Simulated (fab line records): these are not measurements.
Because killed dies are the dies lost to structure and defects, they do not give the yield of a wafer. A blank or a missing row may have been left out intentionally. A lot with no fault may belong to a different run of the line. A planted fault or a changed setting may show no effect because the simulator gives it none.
Chamber matching :: flow nand harc :: NHARC_A_BONDPAD_ETCH_34 on rie diel-06 has 4 sister chambers
The step etches the open film in N2/H2, target depth 60 nm, overetch 18 nm, time 65.91 s. 8 wafers are shown with their chamber, then 9 later ones without.

## EACH WAFER AND ITS CHAMBER
wafer: L919.2
chamber: 1
drypump motor current A (A): 5.5
rf vpp V (V): 428.3

wafer: L922.6
chamber: 0
drypump motor current A (A): 6.3
rf vpp V (V): 428.0

wafer: L923.2
chamber: 1
drypump motor current A (A): 5.4
rf vpp V (V): 427.1

wafer: L926.2
chamber: 3
drypump motor current A (A): 5.9
rf vpp V (V): 429.3

wafer: L926.5
chamber: 2
drypump motor current A (A): 5.8
rf vpp V (V): 429.8

wafer: L933.1
chamber: 3
drypump motor current A (A): 5.9
rf vpp V (V): 427.2

wafer: L933.2
chamber: 2
drypump motor current A (A): 5.8
rf vpp V (V): 428.1

wafer: L933.4
chamber: 0
drypump motor current A (A): 6.3
rf vpp V (V): 427.1

## WAFERS WHOSE CHAMBER IS MISSING
wafer: L932.1
drypump motor current A (A): 5.9
rf vpp V (V): 427.5

wafer: L932.4
drypump motor current A (A): 6.3
rf vpp V (V): 424.7

wafer: L932.6
drypump motor current A (A): 5.9
rf vpp V (V): 428.9

wafer: L938.2
drypump motor current A (A): 5.8
rf vpp V (V): 429.3

wafer: L938.3
drypump motor current A (A): 5.4
rf vpp V (V): 428.0

wafer: L938.5
drypump motor current A (A): 5.9
rf vpp V (V): 428.0

wafer: L940.2
drypump motor current A (A): 6.3
rf vpp V (V): 426.7

wafer: L940.5
drypump motor current A (A): 5.5
rf vpp V (V): 427.1

wafer: L940.6
drypump motor current A (A): 6.3
rf vpp V (V): 426.9

## CHAMBER TAKEN BY EACH
wafer: L932.1
from the rows above: 3
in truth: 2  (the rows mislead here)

wafer: L932.4
from the rows above: 0
in truth: 0

wafer: L932.6
from the rows above: 3
in truth: 3

wafer: L938.2
from the rows above: 2
in truth: 2

wafer: L938.3
from the rows above: 1
in truth: 1

wafer: L938.5
from the rows above: 3
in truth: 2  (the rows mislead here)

wafer: L940.2
from the rows above: 0
in truth: 0

wafer: L940.5
from the rows above: 1
in truth: 1

wafer: L940.6
from the rows above: 0
in truth: 0
Placed correctly: 7 of 9. From these rows, 0 cannot be placed. 2 placed wrongly.
How it was worked out, from the rows above alone: a wafer's distance from a chamber is the root of the sum, over the readings, of the square of ((its reading less the chamber's mean) divided by the reading's scatter). The wafer belongs to the nearest chamber; if the next one is less than 2 further off, it can't be placed. A chamber's mean is the mean of its shown wafers. How the scatter is found: for the shown wafers, subtract from each reading the mean of its chamber, square and add these, divide the total by (wafers less chambers), then take the root.
